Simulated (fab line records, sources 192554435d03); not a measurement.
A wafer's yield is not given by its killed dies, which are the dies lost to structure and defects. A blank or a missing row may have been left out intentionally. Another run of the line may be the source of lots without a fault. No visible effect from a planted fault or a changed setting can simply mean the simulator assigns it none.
A single fault, viewed from 3 desks || flow n5 finfet || every desk sees just its own numbers, and what lay behind them comes last

== AT THE TOOL OWNER'S DESK: rie metal-03 ==
The tool's own readings at N5_MIM_TOP_ETCH_ETCH_00 (etches TiN in Cl2/BCl3, target depth 38.5 nm): means of the sampled wafers that have a number, for each lot that ran on this tool. A lot is out of limits, marked OUT, if its mean lies more than 4 standard deviations from the usual mean; the brackets give that distance.
Columns: A = chamber pressure mTorr at N5_MIM_TOP_ETCH_ETCH_00, usual 9.999 mTorr; B = drypump motor current A at N5_MIM_TOP_ETCH_ETCH_00, usual 5.7 A; C = he backside leak sccm at N5_MIM_TOP_ETCH_ETCH_00, usual 3.37 sccm; D = oes product au at N5_MIM_TOP_ETCH_ETCH_00, usual 0.75 a.u.; E = rf fwd power W at N5_MIM_TOP_ETCH_ETCH_00, usual 994 W; F = throttle valve pct at N5_MIM_TOP_ETCH_ETCH_00, usual 22.88 %
{"lot": "L774", "first seen here": "day 12 19:42", "A": 10.001, "B": 5.6, "C": 3.40, "D": 0.66, "E": 998, "F": 22.87}
{"lot": "L776", "first seen here": "day 13 16:35", "A": 10.003, "B": 5.8, "C": 3.58, "D": 0.76, "E": 991, "F": 22.83}
{"lot": "L784", "first seen here": "day 15 01:16", "A": 10.001, "B": 6.0, "C": 3.37, "D": 0.72, "E": 1000, "F": 22.84}
This desk found nothing out of limits on any of the 3 lots.

== THE DEFECT DESK ==
For each lot, the counts of the inspections along the route, averaged over the sampled wafers that have a number. A lot is out of limits, marked OUT, if its mean lies more than 4 standard deviations from the usual mean; the brackets give that distance.
Columns: A = raw defect count at N5_MIM_TOP_LITHO_INSPECT_12, usual 2.2
{"lot": "L775", "first seen here": "day 12 19:32", "A": 2.7}
{"lot": "L774", "first seen here": "day 12 19:35", "A": 2.7}
{"lot": "L776", "first seen here": "day 13 15:23", "A": 2.5}
{"lot": "L784", "first seen here": "day 15 01:07", "A": 1.3}
{"lot": "L785", "first seen here": "day 15 17:28", "A": 2.7}
{"lot": "L787", "first seen here": "day 15 22:43", "A": 1.3}
This desk found nothing out of limits on any of the 6 lots.

== AT THE METROLOGY DESK ==
What the gauges read, lot by lot, whatever tool the lot ran on: means of the sampled wafers that have a number. A lot is out of limits, marked OUT, if its mean lies more than 4 standard deviations from the usual mean; the brackets give that distance.
Columns: A = cd nm at N5_MIM_TOP_LITHO_CD_MEAS_08, usual 1997.1 nm; B = MIM_TOP_OVL at N5_MIM_TOP_LITHO_OVL_MEAS_11, usual -2 nm
{"lot": "L775", "first seen here": "day 12 19:29", "A": 1998.8, "B": 4}
{"lot": "L774", "first seen here": "day 12 19:31", "A": 1997.8, "B": -9}
{"lot": "L776", "first seen here": "day 13 15:20", "A": 1999.0, "B": 2}
{"lot": "L784", "first seen here": "day 15 01:04", "A": 1995.0, "B": 6}
{"lot": "L785", "first seen here": "day 15 17:25", "A": 1994.4, "B": -4}
{"lot": "L787", "first seen here": "day 15 22:40", "A": 2001.4, "B": 1}
This desk found nothing out of limits on any of the 6 lots.

== TAKEN TOGETHER ==
The tool owner's desk saw nothing out of limits.
The defect desk saw nothing out of limits.
From the metrology desk's view, nothing was out of limits.

== WHAT WAS PUT IN BY THE SIMULATOR ==
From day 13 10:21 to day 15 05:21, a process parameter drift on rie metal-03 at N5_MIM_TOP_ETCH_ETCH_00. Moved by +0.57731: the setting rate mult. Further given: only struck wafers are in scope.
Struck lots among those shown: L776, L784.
